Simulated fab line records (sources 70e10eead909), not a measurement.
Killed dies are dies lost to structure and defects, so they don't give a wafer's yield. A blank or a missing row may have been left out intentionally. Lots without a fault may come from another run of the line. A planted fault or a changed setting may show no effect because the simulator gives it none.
Chamber matching :: flow nand harc :: rie diel-13 running NHARC_A_CHANNEL_HOLE_D2_ETCH_44: 4 sister chambers
The step etches the open film in CF4/O2, target depth 140 nm, overetch 14 nm, time 77 s. 8 wafers are shown with their chamber, then 8 later ones without.

== EACH WAFER AND ITS CHAMBER ==
wafer: L295.3
chamber: 2
drypump motor current A (A): 5.5
rf vpp V (V): 200.2

wafer: L297.4
chamber: 3
drypump motor current A (A): 6.0
rf vpp V (V): 199.5

wafer: L297.5
chamber: 0
drypump motor current A (A): 5.8
rf vpp V (V): 197.3

wafer: L297.6
chamber: 1
drypump motor current A (A): 5.2
rf vpp V (V): 199.0

wafer: L298.1
chamber: 2
drypump motor current A (A): 5.5
rf vpp V (V): 199.3

wafer: L298.2
chamber: 0
drypump motor current A (A): 5.8
rf vpp V (V): 197.2

wafer: L298.5
chamber: 1
drypump motor current A (A): 5.3
rf vpp V (V): 198.5

wafer: L310.1
chamber: 3
drypump motor current A (A): 6.0
rf vpp V (V): 199.5

== WAFERS WITH NO CHAMBER GIVEN ==
wafer: L310.3
drypump motor current A (A): 5.3
rf vpp V (V): 197.9

wafer: L310.4
drypump motor current A (A): 5.5
rf vpp V (V): 198.1

wafer: L312.2
drypump motor current A (A): 6.1
rf vpp V (V): 199.6

wafer: L312.5
drypump motor current A (A): 5.8
rf vpp V (V): 195.5

wafer: L312.6
drypump motor current A (A): 6.0
rf vpp V (V): 200.5

wafer: L315.2
drypump motor current A (A): 6.0
rf vpp V (V): 199.9

wafer: L315.3
drypump motor current A (A): 5.5
rf vpp V (V): 199.1

wafer: L315.4
drypump motor current A (A): 5.3
rf vpp V (V): 198.6

== WHICH CHAMBER EACH WENT THROUGH ==
wafer: L310.3
from the rows above: 1
in truth: 1

wafer: L310.4
from the rows above: 2
in truth: 2

wafer: L312.2
from the rows above: 3
in truth: 3

wafer: L312.5
from the rows above: 0
in truth: 0

wafer: L312.6
from the rows above: 3
in truth: 3

wafer: L315.2
from the rows above: 3
in truth: 3

wafer: L315.3
from the rows above: 2
in truth: 2

wafer: L315.4
from the rows above: 1
in truth: 1
8 of 8 placed correctly. Left unplaced by these rows: 0. Wrongly placed: 0.
How it was worked out, from the rows above alone: a wafer's distance from a chamber is the root of the sum, over the readings, of the square of ((its reading less the chamber's mean) divided by the reading's scatter). The wafer belongs to the nearest chamber; if the next one is less than 2 further off, it can't be placed. Each chamber's mean is taken over the wafers shown for it. The scatter: take each reading less its chamber's mean, square it, sum over the shown wafers, divide by the number of wafers less the number of chambers, and take the root.
